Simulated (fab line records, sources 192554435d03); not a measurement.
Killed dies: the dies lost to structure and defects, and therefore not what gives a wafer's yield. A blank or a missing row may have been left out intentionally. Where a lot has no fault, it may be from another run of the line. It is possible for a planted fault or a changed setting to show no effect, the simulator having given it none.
Split-lot study | flow n5 finfet | on a route of 1938 steps: 7 lots, 21 wafers read

== THE SPLIT ==
At N5_DUMMY_GATE_COAT_28 (time 60 s, resist thk 10 nm), the setting spin rpm was moved away from the recipe's 1500 rpm on 8 of the 21 wafers read, by -6.5% to +9.9%. For the rest of the wafers, this setting stayed at what the recipe calls for.

The split's own step is where the reading is taken.

== THE READING ==
underlayer_of_DUMMY_GATE_COAT_28.thk nm (the simulator's own value, which no gauge read), in nm, at N5_DUMMY_GATE_COAT_28 (time 60 s, resist thk 10 nm). The file does not state a usual value for it.

wafer  | tool, chamber at the split | spin rpm as run, rpm | against the recipe | underlayer_of_DUMMY_GATE_COAT_28.thk nm, nm | against lot-mates on the recipe
L075.1 | litho track-01, 0          | 1635                 | +9.0%              | 9.6                                         | -0.4
L075.5 | litho track-01, 0          | 1635                 | +9.0%              | 9.6                                         | -0.4
L075.6 | litho track-01, 0          | 1500                 | recipe             | 10                                          | -
L078.3 | litho track-01, 0          | 1648                 | +9.9%              | 9.6                                         | -0.4
L078.6 | litho track-01, 0          | 1648                 | +9.9%              | 9.6                                         | -0.4
L078.5 | litho track-01, 0          | 1500                 | recipe             | 10                                          | -
L079.2 | litho track-02, 0          | 1500                 | recipe             | 10                                          | -
L079.4 | litho track-02, 0          | 1500                 | recipe             | 10                                          | -
L079.6 | litho track-02, 0          | 1500                 | recipe             | 10                                          | -
L085.1 | litho track-01, 0          | 1500                 | recipe             | 10                                          | -
L085.2 | litho track-01, 0          | 1500                 | recipe             | 10                                          | -
L085.3 | litho track-01, 0          | 1599                 | +6.6%              | 9.6                                         | -0.4
L091.3 | litho track-02, 0          | 1500                 | recipe             | 10                                          | -
L091.4 | litho track-02, 0          | 1402                 | -6.5%              | 10.4                                        | +0.4
L091.5 | litho track-02, 0          | 1402                 | -6.5%              | 10.4                                        | +0.4
L092.2 | litho track-01, 0          | 1500                 | recipe             | 10                                          | -
L092.3 | litho track-01, 0          | 1500                 | recipe             | 10                                          | -
L092.5 | litho track-01, 0          | 1500                 | recipe             | 10                                          | -
L093.3 | litho track-02, 0          | 1500                 | recipe             | 10                                          | -
L093.5 | litho track-02, 0          | 1500                 | recipe             | 10                                          | -
L093.4 | litho track-02, 0          | 1646                 | +9.7%              | 9.6                                         | -0.4

THE FIT
A straight line over all 21 wafers: underlayer_of_DUMMY_GATE_COAT_28.thk nm changes by -0.0474 nm for each +1% of spin rpm; r = -0.99; the points scatter about the line by 0.041 nm.
The same after taking each lot's own level away (the mean of its wafers on the recipe; 21 wafers): -0.0474 nm for each +1%; r = -0.99; scatter 0.041 nm.
Per that fit: largest spin rpm move, reading shift of 0.47 nm.
The lots' own levels span 10.00 to 10.00 nm.
So the lot-to-lot level changes the slope little: the two slopes agree.
Check: -0.462 nm against its lot-mates is what the line predicts for one of the wafers moved furthest among these (+9.9%) when that wafer is left out of the fit. Against them it came out at -0.4 nm.

== FILE'S OWN FIT ==
underlayer_of_DUMMY_GATE_COAT_28.thk nm changes by -0.0465 nm for each +1% of spin rpm, r = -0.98.
